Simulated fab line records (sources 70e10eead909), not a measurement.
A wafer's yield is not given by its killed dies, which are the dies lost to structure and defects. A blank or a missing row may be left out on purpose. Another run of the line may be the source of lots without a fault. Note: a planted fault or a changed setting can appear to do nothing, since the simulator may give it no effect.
A struck lot beside a sound one :: flow nandHarc :: 27 out of 1159 route steps
Sound: these wafers, L183.2, L183.3, L183.5. Wafers struck: L192.3, L192.4, L192.6. The cause comes at the end.
Each step with rows lists, per side, the tool, then ch with its chambers, then its first start. Under that, the readings that differ: sound wafers :: struck wafers :: difference of the means :: sigmas: that difference in standard deviations of wafers without a fault.
alike: readings whose means differ by less than 2 such deviations, and words and numbers that are the same on both sides. not compared: withheld readings, readings that some wafer has no value for, bounds like >300 that may hide the same value, and numbers for which the record gives no deviation and whose values overlap.
A row with sigmas, a row that says differs or no value, or rows on one side alone: a step with any of these is where the two part. Non-overlapping numbers with no deviation appear without sigmas and do not part them. A reading missing from all wafers of one side parts the sides only when that side holds two or more wafers.

first, 5 steps without rows for these wafers: NHARC_P_GATE_SOFTBAKE_06 (time 95 s); NHARC_P_GATE_EBR_07; NHARC_P_GATE_EXPOSE_08 (exposes mask P HV); NHARC_P_GATE_PEB_09 (peb time 85 s); NHARC_P_GATE_DEVELOP_10 (time 70 s).
NHARC_P_GATE_CD_MEAS_11 targets a cd of 1640 nm.
  sound on cdSem-03 ch 0, day 4 19:33; struck on cdSem-02 ch 0, day 7 06:47
  alike: cdNm
then, 1 step without rows for these wafers: NHARC_P_GATE_HARDBAKE_12 (time 80 s).
NHARC_P_GATE_DESCUM_13: chemistry O2, time 3 s.
  sound on rieDiel-04 ch 0,1,3, day 4 19:43; struck on rieDiel-07 ch 0,3, day 7 07:07
  alike: drypumpMotorCurrentA, oesProductAu, rfVppV, showerheadPlenumPTorr, throttleValvePct
  not compared: rfHoursCounterH
then, 4 steps without rows for these wafers: NHARC_P_GATE_ETCH_14 (etches SiO2 in dHF, target depth 48.8 nm); NHARC_P_GATE_STRIP_15 (strips in SPM, time 780 s); NHARC_P_GATE_PRECLEAN_71 (cleans in SC1); NHARC_P_GATE_SRD_72.
NHARC_P_GATE_OXIDE_16: material SiO2, target thk 3 nm, ox time 392 s.
  sound on furnace-06 ch 0, day 4 22:50; struck on furnace-06 ch 0, day 7 10:25
then, 1 step without rows for these wafers: NHARC_P_GATE_CVD_17 (deposits poly-Si, target thk 150 nm, time 900 s).
NHARC_P_GATE_HM_DEP_102: deposits aC, target thk 120 nm.
  sound on aclDep-03 ch 0, day 5 07:46; struck on aclDep-01 ch 0, day 7 20:05
  alike: throttleValvePct
NHARC_P_GATE_DEP_103: deposits SiON, target thk 30 nm.
  sound on pecvd-02 ch 0,1,2, day 5 08:22; struck on pecvd-03 ch 1,2, day 7 20:35
  alike: heaterPowerW
  not compared: sinceWetCleanH
then, 8 steps without rows for these wafers: NHARC_P_GATE_DEHYDRATE_18 (time 120 s); NHARC_P_GATE_HMDS_19 (time 30 s); NHARC_P_GATE_COAT_20 (resist thk 90 nm); NHARC_P_GATE_SOFTBAKE_21 (time 55 s); NHARC_P_GATE_EBR_22; NHARC_P_GATE_EXPOSE_23 (exposes mask P GATE, target cd 120 nm); NHARC_P_GATE_PEB_24 (peb time 65 s); NHARC_P_GATE_DEVELOP_25 (develop time 35 s).
NHARC_P_GATE_CD_MEAS_26 targets a cd of 120 nm.
  sound on cdSem-02 ch 0, day 5 09:10; struck on cdSem-03 ch 0, day 7 21:21
  alike: cdNm
NHARC_P_GATE_OVL_MEAS_27:
  sound: overlay-02 at day 5 09:15; struck: overlay-02 at day 7 21:26
  alike: overlayXNm, overlayYNm
NHARC_P_GATE_INSPECT_28:
  sound: defectInspect-02 at day 5 09:17; struck: defectInspect-02 at day 7 21:39
reading: rawDefectCount
sound: 4 8 5
struck: 1208 1262 1291
difference: +1248
sigmas: +99 or more
  not compared: hold

WHERE THEY PART
Only at NHARC_P_GATE_INSPECT_28, as far as this record shows.

WHY: whatever the simulator had introduced
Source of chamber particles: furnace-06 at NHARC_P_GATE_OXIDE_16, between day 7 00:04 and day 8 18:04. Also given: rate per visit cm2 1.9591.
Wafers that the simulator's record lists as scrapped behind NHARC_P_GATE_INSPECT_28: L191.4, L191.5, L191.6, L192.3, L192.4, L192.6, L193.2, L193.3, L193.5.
